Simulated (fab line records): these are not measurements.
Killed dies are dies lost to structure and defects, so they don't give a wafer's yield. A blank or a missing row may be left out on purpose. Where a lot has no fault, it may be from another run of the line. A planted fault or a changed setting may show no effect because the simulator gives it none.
Matching of chambers | flow nandHarc | 4 sister chambers for NHARC_A_STAIRCASE_ETCH_444 on rieDiel-13
The step etches the open film in C4F8/O2, target depth 10200 nm, time 3400 s. 16 wafers are shown with their chamber, then 8 later ones without.

## WAFERS, EACH WITH ITS CHAMBER
wafer  | chamber | rfVppV (V) | oesProductAu (a.u.)
L075.3 | 1       | 808        | 0.938
L075.4 | 2       | 811        | 0.937
L075.6 | 0       | 798        | 0.936
L074.2 | 0       | 797        | 0.955
L074.5 | 1       | 807        | 0.959
L074.6 | 2       | 812        | 0.976
L081.3 | 3       | 811        | 0.938
L081.4 | 1       | 808        | 0.922
L081.6 | 0       | 798        | 0.919
L083.4 | 1       | 808        | 0.925
L083.5 | 3       | 812        | 0.928
L083.6 | 0       | 800        | 0.921
L088.1 | 2       | 812        | 0.914
L088.5 | 2       | 809        | 0.909
L088.6 | 3       | 812        | 0.923
L087.3 | 2       | 810        | 0.911

SIGNATURES (averages over the wafers above)
reading      | chamber 0 | chamber 1 | chamber 2 | chamber 3 | scatter within a chamber
rfVppV       | 798.25    | 807.75    | 810.80    | 811.67    | 1.04
oesProductAu | 0.93275   | 0.93600   | 0.92940   | 0.92967   | 0.0205
Rule: distance of a wafer from a chamber = root of the sum over the readings of ((wafer's reading minus chamber's mean) / reading's scatter) squared. The wafer belongs to the nearest chamber; if the next one is less than 2 further off, it can't be placed. How the scatter is found: for the shown wafers, subtract from each reading the mean of its chamber, square and add these, divide the total by (wafers less chambers), then take the root.

## WAFERS WHOSE CHAMBER IS MISSING
wafer  | rfVppV (V) | oesProductAu (a.u.)
L087.4 | 808        | 0.914
L087.5 | 806        | 0.928
L091.1 | 798        | 0.918
L091.2 | 810        | 0.908
L091.5 | 812        | 0.926
L094.3 | 799        | 0.917
L094.4 | 812        | 0.934
L094.5 | 800        | 0.917

## CHAMBER TAKEN BY EACH
wafer  | from the rows above          | in truth
L087.4 | can't be placed: 1 or 2      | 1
L087.5 | 1                            | 1
L091.1 | 0                            | 0
L091.2 | can't be placed: 2 or 3 or 1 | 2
L091.5 | can't be placed: 3 or 2      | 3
L094.3 | 0                            | 0
L094.4 | can't be placed: 3 or 2      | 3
L094.5 | 0                            | 0
4 of 8 placed correctly. Cannot be placed on the basis of these rows: 4; the candidates contain the true chamber in 4. Wrongly placed: 0.
